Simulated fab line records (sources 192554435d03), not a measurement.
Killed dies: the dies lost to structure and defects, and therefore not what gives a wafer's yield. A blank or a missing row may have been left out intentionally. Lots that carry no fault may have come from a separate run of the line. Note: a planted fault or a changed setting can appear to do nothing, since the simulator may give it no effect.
Split-lot study + flow n5-finfet + on a route of 1938 steps: 7 lots, 21 wafers read

## THE SPLIT
At N5_BEOL_M11_VIA_ETCH_34 (etches SiCOH lowk in C4F6/O2, target depth 184.5 nm, time 69.2 s), the setting time-s was moved away from the recipe's 69.2 s on 5 of the 21 wafers read, by -11.8% to +20.7%. The other wafers ran this setting at the recipe's value.

The split's own step is where the reading is taken.

## THE READING
SOC_of_BEOL_M11_COAT_63.thk-nm (the simulator's own value, which no gauge read), in nm, at N5_BEOL_M11_VIA_ETCH_34 (etches SiCOH lowk in C4F6/O2, target depth 184.5 nm, time 69.2 s). No usual value for it is given in the file. Average 92.0 nm, standard deviation 0.28 nm, over the 16 wafers here run with the recipe.

| wafer  | tool, chamber at the split | time-s as run, s | against the recipe | SOC_of_BEOL_M11_COAT_63.thk-nm, nm | against lot-mates on the recipe |
|--------|----------------------------|------------------|--------------------|------------------------------------|---------------------------------|
| L076.3 | rie-diel-02, 2             | 69.2             | recipe             | 92.2                               | -                               |
| L076.4 | rie-diel-02, 0             | 69.2             | recipe             | 91.8                               | -                               |
| L076.6 | rie-diel-02, 1             | 69.2             | recipe             | 91.8                               | -                               |
| L081.1 | rie-diel-06, 3             | 69.2             | recipe             | 91.8                               | -                               |
| L081.2 | rie-diel-06, 1             | 69.2             | recipe             | 92                                 | -                               |
| L081.4 | rie-diel-06, 2             | 69.2             | recipe             | 91.6                               | -                               |
| L080.1 | rie-diel-02, 1             | 83.52            | +20.7%             | 90.2                               | -1.8                            |
| L080.3 | rie-diel-02, 2             | 69.2             | recipe             | 92                                 | -                               |
| L080.5 | rie-diel-02, 2             | 83.52            | +20.7%             | 90.8                               | -1.2                            |
| L084.2 | rie-diel-04, 0             | 69.2             | recipe             | 92.4                               | -                               |
| L084.3 | rie-diel-04, 1             | 69.2             | recipe             | 92.2                               | -                               |
| L084.4 | rie-diel-04, 2             | 61.03            | -11.8%             | 93                                 | +0.7                            |
| L085.1 | rie-diel-02, 2             | 69.2             | recipe             | 92                                 | -                               |
| L085.2 | rie-diel-02, 1             | 62.51            | -9.7%              | 92.2                               | +0.5                            |
| L085.4 | rie-diel-02, 0             | 69.2             | recipe             | 91.4                               | -                               |
| L093.2 | rie-diel-06, 3             | 69.2             | recipe             | 92.2                               | -                               |
| L093.3 | rie-diel-06, 0             | 69.2             | recipe             | 92.4                               | -                               |
| L093.5 | rie-diel-06, 0             | 69.2             | recipe             | 92.2                               | -                               |
| L095.1 | rie-diel-06, 1             | 69.2             | recipe             | 92                                 | -                               |
| L095.2 | rie-diel-06, 3             | 69.2             | recipe             | 91.6                               | -                               |
| L095.5 | rie-diel-06, 1             | 73.18            | +5.8%              | 91.4                               | -0.4                            |

THE FIT
A straight line over all 21 wafers: SOC_of_BEOL_M11_COAT_63.thk-nm changes by -0.0695 nm for each +1% of time-s; r = -0.87; the points scatter about the line by 0.3 nm.
The same after taking each lot's own level away (the mean of its wafers on the recipe; 21 wafers): -0.0686 nm for each +1%; r = -0.94; scatter 0.19 nm.
Per that fit: largest time-s move, reading shift of 1.4 nm.
Measured against the standard deviation above, the lots' own levels, which go from 91.70 to 92.30 nm, span 2.1 times it.
The two slopes agree, so the slope changes little with the lot-to-lot level.
Check: for one of the wafers moved furthest among these (+20.7%), held out of the fit, the line's prediction against its lot-mates is -1.2 nm. It came out at -1.8 nm against them.

## OTHER SPLITS APPLIED TO THESE WAFERS
These wafers also went through other splits before the reading. Each is held against what the fit with the lots' levels taken away leaves over:
| other split on the same wafers | wafers away from the commonest value | r with SOC_of_BEOL_M11_COAT_63.thk-nm (lot level and that fit taken away) |
|--------------------------------|--------------------------------------|---------------------------------------------------------------------------|
| N5_BEOL_M9_ETCH_62 time-s      | 12                                   | -0.11                                                                     |
| N5_BEOL_M9_COAT_64 spin-rpm    | 7                                    | -0.03                                                                     |
| N5_BEOL_M10_EXPOSE_08 dose-mj  | 9                                    | +0.03                                                                     |
| N5_BEOL_M11_ILD_DEP_00 time-s  | 9                                    | -0.14                                                                     |

## THE WHOLE CHAIN: every reading that the file lists as answering this split, in the file's order
| step                    | what it does                                                     | reading                                                                         | change (the file's fit)                | r (the file's) |
|-------------------------|------------------------------------------------------------------|---------------------------------------------------------------------------------|----------------------------------------|----------------|
| N5_BEOL_M11_VIA_ETCH_34 | etches SiCOH lowk in C4F6/O2, target depth 184.5 nm, time 69.2 s | etch.depth-nm (the simulator's own value, which no gauge read)                  | +1.87 nm for each +1% of the setting   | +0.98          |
| N5_BEOL_M11_VIA_ETCH_34 | etches SiCOH lowk in C4F6/O2, target depth 184.5 nm, time 69.2 s | SOC_of_BEOL_M11_COAT_63.thk-nm (the simulator's own value, which no gauge read) | -0.0669 nm for each +1% of the setting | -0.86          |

## FILE'S OWN FIT
SOC_of_BEOL_M11_COAT_63.thk-nm changes by -0.0669 nm for each +1% of time-s, r = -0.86.
